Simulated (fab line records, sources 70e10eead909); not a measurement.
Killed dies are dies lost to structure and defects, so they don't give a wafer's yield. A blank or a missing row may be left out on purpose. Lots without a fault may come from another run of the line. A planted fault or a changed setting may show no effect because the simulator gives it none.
Problem report in the 8D (eight disciplines) form, filled by code | flow nand_harc | the parts of the form that need people (team, actions taken, sign-off) are left out

1. THE PROBLEM
cd_nm at NHARC_A_CHANNEL_HOLE_D1_CD_MEAS_10 reads a mean of 106.4 nm on 6 wafers of 2 lots; wafers without a fault read 100.2 nm with a standard deviation of 0.6. That is +10 standard deviations from the usual mean.
The step: target cd 100 nm.
First seen on wafer L925.2, day 12 00:18, on cd_sem-03. The record holds 33 wafers of 11 lots with a number at this step. Rule for "out", or "out of limits": more than 4 standard deviations from the usual mean. The other wafers with a number count as sound.

2. WHAT IT IS AND WHAT IT IS NOT
question                    | is                     | is not
which readings at this step | cd_nm                  | -
which lots                  | L924, L925             | L909, L911, L915, L916, L917, L918, L920, L926, L931
which wafers of those lots  | all that have a number | -
read on which gauges        | cd_sem-01, cd_sem-03   | cd_sem-02
when                        | from day 12 00:18      | up to then (21 sound wafers); but 6 sound wafers of L926, L931 came after

3. SUSPECTS, AND WHAT RULES EACH OUT
Counting: a tool at a process step up to the reading stays a suspect if it ran every lot that is out and no sound lot after the first of them.
- the gauge at NHARC_A_CHANNEL_HOLE_D1_CD_MEAS_10: ruled out. The wafers that are out were read on 2 gauges (cd_sem-01, cd_sem-03).
- litho_track-01 at NHARC_A_CHANNEL_HOLE_D1_PEB_08 (peb time 65 s): kept. It ran every lot that is out, first L925 (day 12 00:13), and no sound lot after that; its last sound lot up to then is L920 (day 11 08:56).
Left after counting: litho_track-01 at NHARC_A_CHANNEL_HOLE_D1_PEB_08.

4. THE CAUSE (what the simulator had put in)
Process parameter drift: litho_track-01, from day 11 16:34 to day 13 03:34, at NHARC_A_CHANNEL_HOLE_D1_PEB_08. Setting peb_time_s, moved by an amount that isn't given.
Counting left only this tool.

5. THE CHAIN OF EFFECTS, in route order
Each row: a reading whose mean over the struck wafers that have a number lies more than 3 standard deviations from the usual. Only readings for which the record gives a usual standard deviation are gone through. hours: the time from each lot's start at the first step in this table that gives one to its start at this step, as a median over the lots. sigmas: the change in usual standard deviations.
hours | step                               | reading   | usual    | on struck wafers | change | sigmas
0     | NHARC_A_CHANNEL_HOLE_D1_CD_MEAS_10 | cd_nm     | 100.2 nm | 106.4            | +6.2   | +10
8     | NHARC_A_CHANNEL_HOLE_D1_CD_MEAS_30 | cd_nm     | 90.3 nm  | 95.9             | +5.6   | +3.7
8     | NHARC_A_CHANNEL_HOLE_D1_XSEM_31    | bot_cd_nm | 74.9 nm  | 79.9             | +5.0   | +3.3
The process steps in it:
- NHARC_A_CHANNEL_HOLE_D1_XSEM_31
Later measuring or inspecting steps at which every struck wafer that the step has a row for has a number for every such reading, and none has moved that far: NHARC_END_SORT_01.

6. WHAT WOULD HAVE CAUGHT IT SOONER
In this record the first reading out of limits at a measuring or inspecting step was taken at day 12 00:18, 8 hours after the fault began at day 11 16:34.
Of the lots that are out (2), L924 began NHARC_A_CHANNEL_HOLE_D1_PEB_08 on litho_track-01 after day 12 00:18. A hold on the tool at that time would have spared it.
